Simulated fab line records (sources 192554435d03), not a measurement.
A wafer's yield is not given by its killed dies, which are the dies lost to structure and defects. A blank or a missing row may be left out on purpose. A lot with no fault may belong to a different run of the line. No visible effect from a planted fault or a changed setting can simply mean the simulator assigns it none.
fab line records	flow n5_finfet
record lots=24	wafers=72	last_day=18
route steps=1938 shown BEOL_M4@1102 BEOL_M5@1116
lots that met no fault: from a run of the same line without faults
start_h: start of the lot's first displayed wafer, in hours after the record's first day	wait_h: hours from the lot's prior step to this one	" identical to the entry in the row above	L1.1+2: a single row standing in for several wafers	- either no value or no given start	* or withheld: withheld	< > ~ a bound
route shown NAME@n: names a module that has steps shown in the file, with the first one's number in the route	usual: the fault-free wafers' mean and standard deviation	same: alike in all rows	chamber/n: place in a boat	sites: per-site readings	_std_site: how widely they spread, as a standard deviation	_edge_site: inner sites' mean taken away from outer sites' mean	radius_mm: for every site, how far away it sits from the centre of the wafer	mask NAME#n: copy n	behind: the most recent tool/chamber to have shaped the wafer	hold: reason for holding the lot/hours on hold/outcome of the hold	device: names the non-switching transistor (n, p or np)	end of line: the tests these same wafers got at the end of their route	a step given without rows: its recipe and nothing more	killed: the dies lost at the first sort to structure and to defects; this is not the yield of the wafer	map: a wafer's dies, x killed, . not, _ none there
set.NAME: the setting that was run; set.NAME@STEP: the one run at that earlier step	model.NAME: the simulator's own value behind a step, which no gauge read
route steps across a sampled set of lots; one table per step, one row per wafer
services: from which hour (start_h, from the record's first day; less than 0 if before it) a tool's chamber was out of use, for how many hours, and why
## steps
# step N5_BEOL_M4_ANNEAL_51
# recipe temp_c=225	time_s=90	ambient=N2
# usual wafer_temp_C_max=226.0/0.36
lot.wafer	tool	chamber	start_h	wait_h	wafer_temp_C_max
L074.1	rtp_anneal-01	0	160.72	0.1	226.0
L074.3	"	0	"	"	226.5
L074.6	"	0	"	"	226.7
L075.1	rtp_anneal-01	0	171.98	0.1	226.1
L075.4	"	0	"	"	226.0
L075.5	"	0	"	"	226.6
L076.2	rtp_anneal-01	0	191.41	0.1	226.9
L076.3	"	0	"	"	226.4
L076.6	"	0	"	"	226.6
L077.1	rtp_anneal-01	0	195.90	0.1	226.4
L077.2	"	0	"	"	226.5
L077.4	"	0	"	"	226.6
L080.2	rtp_anneal-01	0	196.51	0.1	226.4
L080.3	"	0	"	"	225.8
L080.4	"	0	"	"	226.1
L078.1	rtp_anneal-02	0	203.50	0.1	225.5
L078.2	"	0	"	"	225.7
L078.6	"	0	"	"	226.4
L079.1	rtp_anneal-02	0	205.60	0.1	225.7
L079.3	"	0	"	"	225.9
L079.5	"	0	"	"	225.5
L081.1	rtp_anneal-01	0	207.78	0.1	226.0
L081.3	"	0	"	"	226.0
L081.6	"	0	"	"	226.4
L083.3	rtp_anneal-02	0	218.31	0.3	225.8
L083.4	"	0	"	"	225.8
L083.5	"	0	"	"	225.9
L082.2	rtp_anneal-01	0	221.67	0.1	226.3
L082.3	"	0	"	"	226.0
L082.6	"	0	"	"	225.8
L084.1	rtp_anneal-01	0	228.44	0.1	226.2
L084.2	"	0	"	"	226.4
L084.5	"	0	"	"	225.7
L085.2	rtp_anneal-01	0	231.20	0.1	226.1
L085.5	"	0	"	"	226.1
L085.6	"	0	"	"	226.1
L086.1	rtp_anneal-02	0	249.13	0.2	225.6
L086.2	"	0	"	"	225.6
L086.5	"	0	"	"	225.9
L087.2	rtp_anneal-02	0	249.45	0.1	225.7
L087.4	"	0	"	"	225.3
L087.6	"	0	"	"	225.7
L088.1	rtp_anneal-01	0	253.50	0.1	226.5
L088.5	"	0	"	"	226.3
L088.6	"	0	"	"	226.1
L089.2	rtp_anneal-01	0	254.05	0.1	226.1
L089.4	"	0	"	"	226.1
L089.6	"	0	"	"	226.9
L091.4	rtp_anneal-01	0	260.17	0.2	226.0
L091.5	"	0	"	"	226.2
L091.6	"	0	"	"	225.9
L090.1	rtp_anneal-02	0	264.92	0.1	225.6
L090.2	"	0	"	"	225.6
L090.6	"	0	"	"	225.5
L092.1	rtp_anneal-02	0	275.49	0.1	225.5
L092.2	"	0	"	"	225.9
L092.4	"	0	"	"	225.6
L093.1	rtp_anneal-01	0	287.48	0.1	225.8
L093.3	"	0	"	"	225.9
L093.4	"	0	"	"	226.1
L095.2	rtp_anneal-02	0	290.73	0.1	225.7
L095.4	"	0	"	"	225.6
L095.5	"	0	"	"	225.6
L094.1	rtp_anneal-02	0	308.45	0.1	225.9
L094.3	"	0	"	"	225.5
L094.6	"	0	"	"	225.7
L096.1	rtp_anneal-01	0	308.73	0.1	226.3
L096.4	"	0	"	"	226.4
L096.5	"	0	"	"	225.9
L097.1	rtp_anneal-02	0	315.36	0.1	225.9
L097.4	"	0	"	"	225.7
L097.6	"	0	"	"	225.5
# step N5_BEOL_M4_INSPECT_59
# recipe inspect_instrument=darkfield	mode=post_dep
# usual raw_defect_count=75/26
lot.wafer	tool	chamber	start_h	wait_h	raw_defect_count
L074.1	defect_inspect-02	-	161.60	0.0	41
L074.3	"	-	"	"	81
L074.6	"	-	"	"	71
L075.1	defect_inspect-01	-	172.88	0.0	81
L075.4	"	-	"	"	33
L075.5	"	-	"	"	47
L076.2	defect_inspect-02	-	192.26	0.0	52
L076.3	"	-	"	"	66
L076.6	"	-	"	"	85
L077.1	defect_inspect-02	-	196.78	0.0	55
L077.2	"	-	"	"	66
L077.4	"	-	"	"	62
L080.2	defect_inspect-01	-	197.41	0.0	42
L080.3	"	-	"	"	45
L080.4	"	-	"	"	52
L078.1	defect_inspect-02	-	204.39	0.0	84
L078.2	"	-	"	"	56
L078.6	"	-	"	"	66
L079.1	defect_inspect-02	-	206.50	0.0	39
L079.3	"	-	"	"	53
L079.5	"	-	"	"	41
L081.1	defect_inspect-02	-	208.65	0.0	118
L081.3	"	-	"	"	108
L081.6	"	-	"	"	115
L083.3	defect_inspect-01	-	220.99	0.0	45
L083.4	"	-	"	"	30
L083.5	"	-	"	"	38
L082.2	defect_inspect-02	-	222.51	0.0	62
L082.3	"	-	"	"	83
L082.6	"	-	"	"	79
L084.1	defect_inspect-02	-	230.15	0.0	66
L084.2	"	-	"	"	91
L084.5	"	-	"	"	91
L085.2	defect_inspect-01	-	232.03	0.0	56
L085.5	"	-	"	"	90
L085.6	"	-	"	"	59
L086.1	defect_inspect-02	-	250.01	0.0	86
L086.2	"	-	"	"	69
L086.5	"	-	"	"	72
L087.2	defect_inspect-02	-	250.29	0.0	108
L087.4	"	-	"	"	94
L087.6	"	-	"	"	81
L088.1	defect_inspect-02	-	254.39	0.0	68
L088.5	"	-	"	"	142
L088.6	"	-	"	"	85
L089.2	defect_inspect-02	-	254.90	0.0	75
L089.4	"	-	"	"	116
L089.6	"	-	"	"	93
L091.4	defect_inspect-01	-	260.92	0.0	48
L091.5	"	-	"	"	48
L091.6	"	-	"	"	53
L090.1	defect_inspect-02	-	265.81	0.0	124
L090.2	"	-	"	"	202
L090.6	"	-	"	"	131
L092.1	defect_inspect-02	-	276.37	0.0	92
L092.2	"	-	"	"	97
L092.4	"	-	"	"	86
L093.1	defect_inspect-01	-	288.36	0.0	82
L093.3	"	-	"	"	64
L093.4	"	-	"	"	95
L095.2	defect_inspect-02	-	291.57	0.0	66
L095.4	"	-	"	"	75
L095.5	"	-	"	"	45
L094.1	defect_inspect-02	-	309.33	0.0	75
L094.3	"	-	"	"	86
L094.6	"	-	"	"	96
L096.1	defect_inspect-02	-	309.67	0.0	55
L096.4	"	-	"	"	59
L096.5	"	-	"	"	64
L097.1	defect_inspect-02	-	316.24	0.0	114
L097.4	"	-	"	"	63
L097.6	"	-	"	"	62
# step N5_BEOL_M5_HM_DEP_02
# recipe material=TiN	target_thk_a=200	temp_c=25	chamber_pressure_pa=0.49996
# usual chamber_pressure_pa=0.5001/0.001	substrate_temp_c=24.99/0.12	susceptor_temp_C=25.00/0.11	throttle_valve_pct=30.0/1.6
lot.wafer	tool	chamber	start_h	wait_h	chamber_pressure_pa	substrate_temp_c	susceptor_temp_C	throttle_valve_pct
L074.1	pvd_sputter-02	-	163.57	0.2	0.5005	25.08	25.05	32.7
L074.3	"	-	"	"	0.5015	24.80	25.00	31.2
L074.6	"	-	"	"	0.5002	25.03	25.10	28.6
L075.1	pvd_sputter-03	-	175.68	0.7	0.5005	25.04	25.10	28.6
L075.4	"	-	"	"	0.4983	24.96	24.97	30.7
L075.5	"	-	"	"	0.4997	24.81	24.98	31.8
L076.2	pvd_sputter-02	-	194.30	0.4	0.4998	25.00	24.99	29.1
L076.3	"	-	"	"	0.5004	25.02	25.10	28.5
L076.6	"	-	"	"	0.5019	24.98	25.00	28.5
L077.1	pvd_sputter-03	-	199.80	1.4	0.4990	24.86	24.79	27.6
L077.2	"	-	"	"	0.5009	24.99	25.17	31.6
L077.4	"	-	"	"	0.4996	24.96	25.17	28.4
L080.2	pvd_sputter-03	-	200.00	1.0	0.4999	24.95	24.89	28.6
L080.3	"	-	"	"	0.5015	25.03	25.02	27.9
L080.4	"	-	"	"	0.4998	24.88	25.01	30.9
L078.1	pvd_sputter-03	-	208.00	2.0	0.5014	24.91	25.09	31.2
L078.2	"	-	"	"	0.5007	24.99	24.98	28.7
L078.6	"	-	"	"	0.5009	24.79	25.18	30.7
L079.1	pvd_sputter-03	-	208.46	0.3	0.4992	24.60	25.01	31.6
L079.3	"	-	"	"	0.4997	24.88	25.08	31.1
L079.5	"	-	"	"	0.5012	24.95	25.02	27.9
L081.1	pvd_sputter-03	-	211.40	1.1	0.4991	25.19	24.92	28.5
L081.3	"	-	"	"	0.5006	25.06	24.78	27.8
L081.6	"	-	"	"	0.4985	25.06	24.94	28.3
L083.3	pvd_sputter-03	-	224.41	1.8	0.5011	24.93	24.98	28.7
L083.4	"	-	"	"	0.5003	24.98	24.89	30.9
L083.5	"	-	"	"	0.5008	25.09	24.91	31.3
L082.2	pvd_sputter-03	-	224.97	0.8	0.5014	25.06	24.91	28.2
L082.3	"	-	"	"	0.4998	24.99	25.04	31.0
L082.6	"	-	"	"	0.4993	24.81	24.93	31.6
L084.1	pvd_sputter-02	-	233.33	1.6	0.4986	25.09	24.88	28.1
L084.2	"	-	"	"	0.4991	24.93	24.90	29.2
L084.5	"	-	"	"	0.4998	24.99	24.99	29.6
L085.2	pvd_sputter-03	-	234.16	0.4	0.4989	25.06	25.15	28.4
L085.5	"	-	"	"	0.4989	25.12	24.88	31.2
L085.6	"	-	"	"	0.4999	25.11	25.05	31.4
L086.1	pvd_sputter-03	-	253.62	2.0	0.5013	24.79	24.95	30.7
L086.2	"	-	"	"	0.5004	25.07	25.08	28.6
L086.5	"	-	"	"	0.5001	24.99	24.92	30.8
L087.2	pvd_sputter-03	-	253.82	1.7	0.5004	24.67	25.03	28.4
L087.4	"	-	"	"	0.5017	24.90	25.01	31.5
L087.6	"	-	"	"	0.4997	25.05	25.11	30.9
L088.1	pvd_sputter-03	-	256.51	0.5	0.5004	25.11	24.97	27.7
L088.5	"	-	"	"	0.4973	25.17	24.96	27.8
L088.6	"	-	"	"	0.5004	24.74	24.93	30.9
L089.2	pvd_sputter-02	-	257.16	0.5	0.4986	24.96	25.01	31.0
L089.4	"	-	"	"	0.5019	24.86	24.69	32.6
L089.6	"	-	"	"	0.5007	25.01	24.91	32.4
L091.4	pvd_sputter-03	-	263.05	0.0	0.4997	25.13	24.96	30.8
L091.5	"	-	"	"	0.4998	24.78	24.98	31.7
L091.6	"	-	"	"	0.4993	25.07	25.02	31.1
L090.1	pvd_sputter-02	-	268.17	0.3	0.5002	25.13	24.95	29.0
L090.2	"	-	"	"	0.5001	25.06	25.04	28.4
L090.6	"	-	"	"	0.5005	25.00	24.92	31.3
L092.1	pvd_sputter-02	-	278.65	0.7	0.4998	24.91	25.02	29.1
L092.2	"	-	"	"	0.5002	25.06	24.99	31.2
L092.4	"	-	"	"	0.5005	24.91	24.94	32.5
L093.1	pvd_sputter-03	-	291.22	1.2	0.4984	24.92	25.03	28.7
L093.3	"	-	"	"	0.5016	25.03	25.14	30.9
L093.4	"	-	"	"	0.5000	25.11	25.18	31.6
L095.2	pvd_sputter-03	-	294.21	1.0	0.5012	24.78	24.98	31.6
L095.4	"	-	"	"	0.5008	24.84	25.23	31.1
L095.5	"	-	"	"	0.5004	24.97	25.14	31.2
L094.1	pvd_sputter-02	-	311.20	0.3	0.4992	25.14	24.99	28.8
L094.3	"	-	"	"	0.5004	24.93	25.14	30.8
L094.6	"	-	"	"	0.5001	24.96	25.08	28.3
L096.1	pvd_sputter-02	-	313.70	2.4	0.5009	25.10	24.90	28.3
L096.4	"	-	"	"	0.5013	24.84	24.96	29.1
L096.5	"	-	"	"	0.4990	24.91	25.13	32.6
L097.1	pvd_sputter-02	-	319.26	0.9	0.4996	25.06	24.90	30.8
L097.4	"	-	"	"	0.4994	25.15	24.87	28.5
L097.6	"	-	"	"	0.5000	24.95	25.12	32.5
# step N5_BEOL_M5_ETCH_62
# recipe chemistry=N2/H2	target=SOC	target_depth_a=750	overetch_a=150	mask_material=SiARC	temp_c=40	time_s=112.5	ion_energy_ev=200	pressure_mtorr=30	source_w=840	bias_w=150	n2_flow_sccm=200	h2_flow_sccm=200
# usual drypump_motor_current_A=5.8/0.54	oes_product_au=0.63/0.065	rf_vpp_V=524.9/2.1	showerhead_plenum_p_Torr=2.58/0.08	throttle_valve_pct=17.77/0.28
lot.wafer	tool	chamber	start_h	wait_h	drypump_motor_current_A	oes_product_au	rf_hours_counter_h	rf_vpp_V	showerhead_plenum_p_Torr	throttle_valve_pct
L074.1	rie_diel-02	1	164.28	0.0	5.4	0.67	58	524.0	2.58	17.46
L074.3	"	3	"	"	6.6	0.73	25	526.2	2.71	17.66
L074.6	"	0	"	"	5.1	0.56	-	523.6	2.52	18.15
L075.1	rie_diel-02	0	176.38	0.0	5.1	0.56	198	523.8	2.51	18.18
L075.4	"	2	"	"	6.6	0.71	21	524.5	2.61	17.51
L075.5	"	1	"	"	5.4	0.67	-	525.5	2.58	17.48
L076.2	rie_diel-03	2	195.02	0.0	5.0	0.63	107	524.4	2.55	17.82
L076.3	"	1	"	"	6.0	0.60	174	520.8	2.42	17.93
L076.6	"	3	"	"	5.7	0.70	-	528.6	2.70	17.55
L077.1	rie_diel-02	3	200.62	0.0	6.6	0.71	35	529.1	2.71	17.69
L077.2	"	1	"	"	5.4	0.66	70	525.7	2.58	17.47
L077.4	"	0	"	"	5.1	0.55	206	524.3	2.51	18.19
L080.2	rie_diel-02	0	200.89	0.0	5.1	0.55	206	523.4	2.51	18.18
L080.3	"	2	"	"	6.6	0.70	29	525.6	2.61	17.50
L080.4	"	3	"	"	6.6	0.72	35	528.6	2.71	17.69
L078.1	rie_diel-03	2	208.72	0.0	5.1	0.63	111	524.1	2.54	17.82
L078.2	"	3	"	"	5.6	0.68	43	529.3	2.70	17.53
L078.6	"	1	"	"	6.0	0.59	-	521.8	2.42	17.91
L079.1	rie_diel-02	2	209.18	0.0	6.6	0.69	32	524.9	2.61	17.51
L079.3	"	0	"	"	5.2	0.55	209	522.2	2.51	18.18
L079.5	"	1	"	"	5.4	0.66	-	525.8	2.57	17.47
L081.1	rie_diel-04	0	212.24	0.0	5.6	0.57	193	523.5	2.50	18.04
L081.3	"	3	"	"	5.8	0.78	5	524.6	2.62	17.30
L081.6	"	1	"	"	6.3	0.58	-	525.6	2.63	17.56
L083.3	rie_diel-03	2	225.00	0.0	5.0	0.63	116	522.6	2.54	17.82
L083.4	"	1	"	"	6.0	0.59	182	520.0	2.41	17.93
L083.5	"	2	"	"	5.0	0.63	-	524.5	2.54	17.82
L082.2	rie_diel-02	0	225.69	0.0	5.1	0.55	214	524.1	2.51	18.20
L082.3	"	3	"	"	6.6	0.70	42	527.5	2.71	17.68
L082.6	"	0	"	"	5.1	0.54	-	524.7	2.51	18.19
L084.1	rie_diel-02	0	234.06	0.0	5.1	0.55	217	524.7	2.51	18.21
L084.2	"	3	"	"	6.6	0.70	45	528.2	2.71	17.71
L084.5	"	2	"	"	6.6	0.69	-	523.9	2.60	17.52
L085.2	rie_diel-04	1	234.88	0.0	6.3	0.58	207	526.4	2.63	17.56
L085.5	"	2	"	"	5.7	0.57	-	527.1	2.62	18.06
L085.6	"	3	"	"	5.8	0.76	-	524.2	2.62	17.31
L086.1	rie_diel-04	2	254.22	0.0	5.7	0.57	175	525.0	2.62	18.07
L086.2	"	1	"	"	6.3	0.58	213	525.6	2.63	17.58
L086.5	"	1	"	"	6.3	0.58	-	525.7	2.63	17.59
L087.2	rie_diel-02	1	254.66	0.0	5.4	0.64	86	523.5	2.57	17.51
L087.4	"	3	"	"	6.6	0.69	51	526.5	2.70	17.73
L087.6	"	3	"	"	6.6	0.69	-	527.7	2.70	17.70
L088.1	rie_diel-04	0	257.22	0.0	5.6	0.56	206	525.1	2.50	18.04
L088.5	"	0	"	"	5.6	0.56	-	523.2	2.50	18.06
L088.6	"	3	"	"	5.8	0.74	-	525.3	2.62	17.32
L089.2	rie_diel-04	1	257.75	0.0	6.3	0.57	214	526.2	2.63	17.57
L089.4	"	0	"	"	5.6	0.57	207	522.4	2.50	18.06
L089.6	"	2	"	"	5.7	0.57	-	526.4	2.62	18.07
L091.4	rie_diel-02	1	263.65	0.0	5.4	0.64	89	524.4	2.57	17.50
L091.5	"	0	"	"	5.1	0.54	-	522.4	2.50	18.22
L091.6	"	1	"	"	5.4	0.64	-	524.9	2.57	17.52
L090.1	rie_diel-02	1	268.89	0.0	5.5	0.64	90	525.1	2.57	17.51
L090.2	"	2	"	"	6.6	0.67	49	526.8	2.60	17.53
L090.6	"	0	"	"	5.1	0.54	-	521.9	2.50	18.23
L092.1	rie_diel-04	3	279.25	0.0	5.8	0.74	24	525.2	2.61	17.33
L092.2	"	1	"	"	6.3	0.57	219	527.2	2.62	17.60
L092.4	"	0	"	"	5.6	0.56	213	524.0	2.49	18.07
L093.1	rie_diel-02	3	291.94	0.0	6.6	0.68	63	528.0	2.70	17.73
L093.3	"	0	"	"	5.2	0.53	235	523.1	2.50	18.25
L093.4	"	1	"	"	5.4	0.63	98	523.8	2.56	17.51
L095.2	rie_diel-03	1	295.06	0.0	6.0	0.57	204	520.5	2.40	17.95
L095.4	"	3	"	"	5.6	0.67	68	525.7	2.68	17.59
L095.5	"	2	"	"	5.0	0.61	-	525.0	2.53	17.86
L094.1	rie_diel-03	3	311.79	0.0	5.6	0.66	73	528.0	2.68	17.59
L094.3	"	0	"	"	5.9	0.58	201	523.0	2.53	17.94
L094.6	"	0	"	"	5.9	0.58	-	521.2	2.53	17.93
L096.1	rie_diel-03	3	314.81	0.0	5.6	0.66	75	529.8	2.68	17.60
L096.4	"	0	"	"	5.9	0.58	202	523.0	2.53	17.94
L096.5	"	1	"	"	6.0	0.56	-	519.6	2.40	17.97
L097.1	rie_diel-02	3	320.14	0.0	6.6	0.67	76	528.6	2.69	17.76
L097.4	"	2	"	"	6.6	0.65	70	525.3	2.59	17.58
L097.6	"	1	"	"	5.4	0.62	-	524.9	2.56	17.53
# step N5_BEOL_M5_SPUTTER_90
# recipe material=Cu	target_thk_a=45	temp_c=-20	chamber_pressure_pa=0.07	power_w=withheld	time_s=8.29
# usual chamber_pressure_pa=0.07/0.00013	substrate_temp_c=-19.99/0.095	susceptor_temp_C=-20.00/0.11	throttle_valve_pct=30.0/1.3
lot.wafer	tool	chamber	start_h	wait_h	chamber_pressure_pa	substrate_temp_c	susceptor_temp_C	throttle_valve_pct
L074.1	pvd_sputter-02	-	174.80	0.5	0.06985	-19.97	-19.97	30.9
L074.3	"	-	"	"	0.06991	-20.08	-20.07	28.7
L074.6	"	-	"	"	0.06994	-20.00	-19.91	31.1
L075.1	pvd_sputter-03	-	184.85	0.5	0.06993	-19.89	-19.94	27.8
L075.4	"	-	"	"	0.07003	-20.00	-19.89	28.4
L075.5	"	-	"	"	0.06983	-20.02	-19.97	30.9
L076.2	pvd_sputter-01	-	203.20	0.5	0.06985	-20.17	-19.79	29.9
L076.3	"	-	"	"	0.06996	-20.09	-19.93	29.9
L076.6	"	-	"	"	0.07026	-20.00	-20.13	30.7
L077.1	pvd_sputter-01	-	208.03	0.5	0.06994	-20.00	-19.92	30.4
L077.2	"	-	"	"	0.06998	-20.02	-19.90	30.0
L077.4	"	-	"	"	0.0701	-20.18	-19.99	29.3
L080.2	pvd_sputter-02	-	211.18	0.5	0.07013	-20.01	-19.92	32.5
L080.3	"	-	"	"	0.07025	-20.04	-19.65	28.5
L080.4	"	-	"	"	0.07014	-20.12	-19.81	29.0
L079.1	pvd_sputter-03	-	217.07	0.5	0.06988	-19.99	-19.89	27.9
L079.3	"	-	"	"	0.06985	-19.98	-20.14	30.9
L079.5	"	-	"	"	0.06998	-19.87	-20.07	31.0
L078.1	pvd_sputter-01	-	217.15	0.5	0.06982	-20.18	-19.98	30.6
L078.2	"	-	"	"	0.0701	-19.98	-19.93	29.7
L078.6	"	-	"	"	0.07004	-19.91	-20.20	30.1
L081.1	pvd_sputter-03	-	223.89	0.5	0.07013	-20.11	-19.91	27.8
L081.3	"	-	"	"	0.06993	-20.07	-20.23	30.9
L081.6	"	-	"	"	0.06999	-20.00	-19.94	28.6
L083.3	pvd_sputter-02	-	232.95	0.5	0.07004	-20.15	-20.00	29.0
L083.4	"	-	"	"	0.07011	-19.89	-19.91	31.2
L083.5	"	-	"	"	0.06993	-19.91	-19.96	32.7
L082.2	pvd_sputter-03	-	233.30	0.5	0.06992	-19.92	-20.08	27.9
L082.3	"	-	"	"	0.07	-19.90	-19.86	30.6
L082.6	"	-	"	"	0.0702	-20.13	-19.97	31.9
L084.1	pvd_sputter-01	-	242.55	0.5	0.0701	-19.88	-19.85	29.6
L084.2	"	-	"	"	0.06992	-19.81	-19.96	29.3
L084.5	"	-	"	"	0.06986	-19.98	-20.05	29.1
L085.2	pvd_sputter-02	-	243.87	0.5	0.0701	-20.01	-19.98	28.9
L085.5	"	-	"	"	0.06992	-19.99	-20.01	28.4
L085.6	"	-	"	"	0.06994	-19.82	-20.17	32.6
L086.1	pvd_sputter-03	-	261.19	0.5	0.07008	-19.92	-20.09	31.0
L086.2	"	-	"	"	0.07015	-19.94	-20.00	27.6
L086.5	"	-	"	"	0.06978	-19.85	-19.94	28.7
L087.2	pvd_sputter-01	-	261.98	0.5	0.07017	-19.84	-19.89	29.1
L087.4	"	-	"	"	0.06985	-20.06	-20.14	29.9
L087.6	"	-	"	"	0.06999	-19.90	-19.94	29.5
L088.1	pvd_sputter-03	-	267.77	0.5	0.06993	-19.96	-20.18	28.0
L088.5	"	-	"	"	0.07005	-19.90	-19.93	27.8
L088.6	"	-	"	"	0.07006	-19.94	-20.03	28.6
L089.2	pvd_sputter-01	-	269.15	0.5	0.0701	-20.03	-19.94	30.0
L089.4	"	-	"	"	0.06999	-20.08	-19.79	29.2
L089.6	"	-	"	"	0.07	-20.08	-20.06	29.3
L091.4	pvd_sputter-02	-	273.02	0.5	0.07008	-19.99	-20.13	30.8
L091.5	"	-	"	"	0.07006	-20.01	-19.96	28.7
L091.6	"	-	"	"	0.06995	-20.00	-20.15	32.4
L090.1	pvd_sputter-01	-	276.73	0.5	0.0699	-19.90	-20.03	30.0
L090.2	"	-	"	"	0.07009	-20.05	-19.88	29.5
L090.6	"	-	"	"	0.06974	-20.22	-20.13	29.7
L092.1	pvd_sputter-01	-	287.82	0.5	0.06989	-19.98	-19.89	29.1
L092.2	"	-	"	"	0.06996	-20.16	-20.35	29.9
L092.4	"	-	"	"	0.06999	-20.05	-20.02	30.0
L093.1	pvd_sputter-02	-	300.06	0.5	0.06994	-19.90	-19.95	28.3
L093.3	"	-	"	"	0.07007	-19.98	-20.03	30.7
L093.4	"	-	"	"	0.07005	-20.18	-20.14	32.5
L095.2	pvd_sputter-03	-	303.87	0.5	0.06994	-19.88	-19.96	27.8
L095.4	"	-	"	"	0.06973	-20.22	-19.89	28.7
L095.5	"	-	"	"	0.07029	-20.10	-19.96	31.9
L094.1	pvd_sputter-03	-	320.41	0.5	0.07012	-20.05	-19.84	28.4
L094.3	"	-	"	"	0.06992	-20.02	-19.91	27.7
L094.6	"	-	"	"	0.07009	-19.99	-20.12	28.5
L096.1	pvd_sputter-01	-	322.58	0.5	0.07004	-20.00	-20.08	29.7
L096.4	"	-	"	"	0.06998	-19.96	-20.00	29.5
L096.5	"	-	"	"	0.06992	-19.90	-20.03	30.3
L097.1	pvd_sputter-01	-	327.61	0.5	0.06995	-19.82	-19.95	30.1
L097.4	"	-	"	"	0.06999	-19.92	-20.14	29.1
L097.6	"	-	"	"	0.06967	-20.03	-20.02	29.4
# step N5_BEOL_M5_RS_MEAS_57
# recipe thk_meas_gauge=four-point-probe	reads=Co_of_BEOL_M5_CO_CAP_78+Cu_of_BEOL_M5_ECD_50+Co_of_BEOL_M5_CVD_47+TaN_of_BEOL_M5_ALD_86
# usual M5_RS=0.384/0.012
lot.wafer	tool	chamber	start_h	wait_h	M5_RS[ohm/sq]
L074.1	film_metro-01	-	175.99	0.0	0.378
L074.3	"	-	"	"	0.387
L074.6	"	-	"	"	0.385
L075.1	film_metro-02	-	185.92	0.0	0.374
L075.4	"	-	"	"	0.373
L075.5	"	-	"	"	0.382
L076.2	film_metro-01	-	204.26	0.1	0.390
L076.3	"	-	"	"	0.381
L076.6	"	-	"	"	0.374
L077.1	film_metro-01	-	209.26	0.0	0.398
L077.2	"	-	"	"	0.395
L077.4	"	-	"	"	0.373
L080.2	film_metro-02	-	212.41	0.1	0.397
L080.3	"	-	"	"	0.393
L080.4	"	-	"	"	0.400
L079.1	film_metro-02	-	218.34	0.0	0.399
L079.3	"	-	"	"	0.404
L079.5	"	-	"	"	0.398
L078.1	film_metro-01	-	220.85	0.0	0.384
L078.2	"	-	"	"	0.398
L078.6	"	-	"	"	0.396
L081.1	film_metro-01	-	224.97	0.1	0.388
L081.3	"	-	"	"	0.372
L081.6	"	-	"	"	0.369
L083.3	film_metro-02	-	234.05	0.1	0.395
L083.4	"	-	"	"	0.387
L083.5	"	-	"	"	0.383
L082.2	film_metro-02	-	234.60	0.1	0.371
L082.3	"	-	"	"	0.392
L082.6	"	-	"	"	0.399
L084.1	film_metro-02	-	243.77	0.0	0.350
L084.2	"	-	"	"	0.391
L084.5	"	-	"	"	0.384
L085.2	film_metro-01	-	244.94	0.1	0.387
L085.5	"	-	"	"	0.390
L085.6	"	-	"	"	0.387
L086.1	film_metro-02	-	262.25	0.0	0.391
L086.2	"	-	"	"	0.395
L086.5	"	-	"	"	0.391
L087.2	film_metro-02	-	263.16	0.1	0.381
L087.4	"	-	"	"	0.382
L087.6	"	-	"	"	0.385
L088.1	film_metro-02	-	268.83	0.0	0.362
L088.5	"	-	"	"	0.371
L088.6	"	-	"	"	0.370
L089.2	film_metro-01	-	270.39	0.1	0.384
L089.4	"	-	"	"	0.377
L089.6	"	-	"	"	0.368
L091.4	film_metro-02	-	274.09	0.0	0.377
L091.5	"	-	"	"	0.385
L091.6	"	-	"	"	0.377
L090.1	film_metro-01	-	278.06	0.0	0.347
L090.2	"	-	"	"	0.383
L090.6	"	-	"	"	0.373
L092.1	film_metro-02	-	288.93	0.0	0.391
L092.2	"	-	"	"	0.397
L092.4	"	-	"	"	0.393
L093.1	film_metro-02	-	301.12	0.0	0.365
L093.3	"	-	"	"	0.405
L093.4	"	-	"	"	0.407
L095.2	film_metro-01	-	304.98	0.1	0.385
L095.4	"	-	"	"	0.383
L095.5	"	-	"	"	0.390
L094.1	film_metro-01	-	321.47	0.0	0.386
L094.3	"	-	"	"	0.408
L094.6	"	-	"	"	0.394
L096.1	film_metro-01	-	324.16	0.0	0.406
L096.4	"	-	"	"	0.383
L096.5	"	-	"	"	0.391
L097.1	film_metro-02	-	328.67	0.0	0.385
L097.4	"	-	"	"	0.395
L097.6	"	-	"	"	0.377
## services
tool	chamber	start_h	hours	kind
pvd_sputter-02	-	138.49	1.9	repair
pvd_sputter-03	-	149.97	2.2	repair
rie_diel-03	-	163.99	0.5	repair
rie_diel-03	2	175.88	5.3	repair
rie_diel-04	3	179.20	-	clean
rie_diel-04	3	179.20	-	consumable_replace:focus_ring
rie_diel-04	3	179.20	17.8	scheduled_down
rie_diel-04	3	179.20	17.8	vent_cycle
rie_diel-02	3	190.09	4.6	repair
rie_diel-03	0	236.50	2.5	repair
rie_diel-04	1	264.02	3.2	repair
rie_diel-02	1	266.25	1.6	repair
pvd_sputter-01	-	297.03	20.4	repair
rie_diel-04	-	301.12	28.1	pm
rie_diel-02	0	307.62	3.9	repair
## key
fault none
